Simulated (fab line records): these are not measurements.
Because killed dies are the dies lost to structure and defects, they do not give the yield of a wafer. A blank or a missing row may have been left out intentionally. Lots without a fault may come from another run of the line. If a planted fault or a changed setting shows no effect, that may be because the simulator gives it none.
Chamber matching || flow n5 finfet || 4 sister chambers for N5_BEOL_M9_ETCH_76 on rie diel-04
The step etches underlayer in N2/H2, target depth 6.5 nm, time 5.2 s. 8 wafers are shown with their chamber, then 12 later ones without.

## WAFERS WITH THEIR CHAMBER
{"wafer": "L077.4", "chamber": 2, "showerhead plenum p Torr (Torr)": 2.61, "drypump motor current A (A)": 5.7}
{"wafer": "L083.6", "chamber": 2, "showerhead plenum p Torr (Torr)": 2.60, "drypump motor current A (A)": 5.7}
{"wafer": "L086.3", "chamber": 3, "showerhead plenum p Torr (Torr)": 2.42, "drypump motor current A (A)": 6.6}
{"wafer": "L085.5", "chamber": 0, "showerhead plenum p Torr (Torr)": 2.61, "drypump motor current A (A)": 5.8}
{"wafer": "L085.6", "chamber": 1, "showerhead plenum p Torr (Torr)": 2.54, "drypump motor current A (A)": 6.6}
{"wafer": "L088.1", "chamber": 0, "showerhead plenum p Torr (Torr)": 2.60, "drypump motor current A (A)": 5.8}
{"wafer": "L088.3", "chamber": 1, "showerhead plenum p Torr (Torr)": 2.53, "drypump motor current A (A)": 6.5}
{"wafer": "L088.4", "chamber": 3, "showerhead plenum p Torr (Torr)": 2.41, "drypump motor current A (A)": 6.6}

## WAFERS WHOSE CHAMBER IS MISSING
{"wafer": "L089.1", "showerhead plenum p Torr (Torr)": 2.53, "drypump motor current A (A)": 6.5}
{"wafer": "L089.4", "showerhead plenum p Torr (Torr)": 2.60, "drypump motor current A (A)": 5.7}
{"wafer": "L089.5", "showerhead plenum p Torr (Torr)": 2.53, "drypump motor current A (A)": 6.5}
{"wafer": "L093.3", "showerhead plenum p Torr (Torr)": 2.60, "drypump motor current A (A)": 5.7}
{"wafer": "L093.4", "showerhead plenum p Torr (Torr)": 2.60, "drypump motor current A (A)": 5.7}
{"wafer": "L093.6", "showerhead plenum p Torr (Torr)": 2.41, "drypump motor current A (A)": 6.6}
{"wafer": "L095.2", "showerhead plenum p Torr (Torr)": 2.41, "drypump motor current A (A)": 6.6}
{"wafer": "L095.3", "showerhead plenum p Torr (Torr)": 2.60, "drypump motor current A (A)": 5.7}
{"wafer": "L095.4", "showerhead plenum p Torr (Torr)": 2.59, "drypump motor current A (A)": 5.7}
{"wafer": "L096.2", "showerhead plenum p Torr (Torr)": 2.41, "drypump motor current A (A)": 6.6}
{"wafer": "L096.4", "showerhead plenum p Torr (Torr)": 2.60, "drypump motor current A (A)": 5.8}
{"wafer": "L096.6", "showerhead plenum p Torr (Torr)": 2.60, "drypump motor current A (A)": 5.7}

## EACH ONE'S CHAMBER
{"wafer": "L089.1", "from the rows above": 1, "in truth": 1}
{"wafer": "L089.4", "from the rows above": 2, "in truth": 2}
{"wafer": "L089.5", "from the rows above": 1, "in truth": 1}
{"wafer": "L093.3", "from the rows above": 2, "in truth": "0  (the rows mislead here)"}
{"wafer": "L093.4", "from the rows above": 2, "in truth": 2}
{"wafer": "L093.6", "from the rows above": 3, "in truth": 3}
{"wafer": "L095.2", "from the rows above": 3, "in truth": 3}
{"wafer": "L095.3", "from the rows above": 2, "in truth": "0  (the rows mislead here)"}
{"wafer": "L095.4", "from the rows above": "can't be placed: 2 or 0", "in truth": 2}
{"wafer": "L096.2", "from the rows above": 3, "in truth": 3}
{"wafer": "L096.4", "from the rows above": 0, "in truth": 0}
{"wafer": "L096.6", "from the rows above": 2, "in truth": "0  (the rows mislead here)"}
Placed correctly: 8 of 12. These rows do not allow placing 1 (true chamber among the candidates in 1). Placed wrongly: 3.
How it was worked out, from the rows above alone: a wafer's distance from a chamber is the root of the sum, over the readings, of the square of ((its reading less the chamber's mean) divided by the reading's scatter). If the next closest chamber is less than 2 further off than the closest, the wafer can't be placed; otherwise it belongs to the closest. A chamber's mean is the mean of its shown wafers. The scatter: the root of (the sum of the squares of (reading less its chamber's mean) over the shown wafers, divided by (wafers less chambers)).
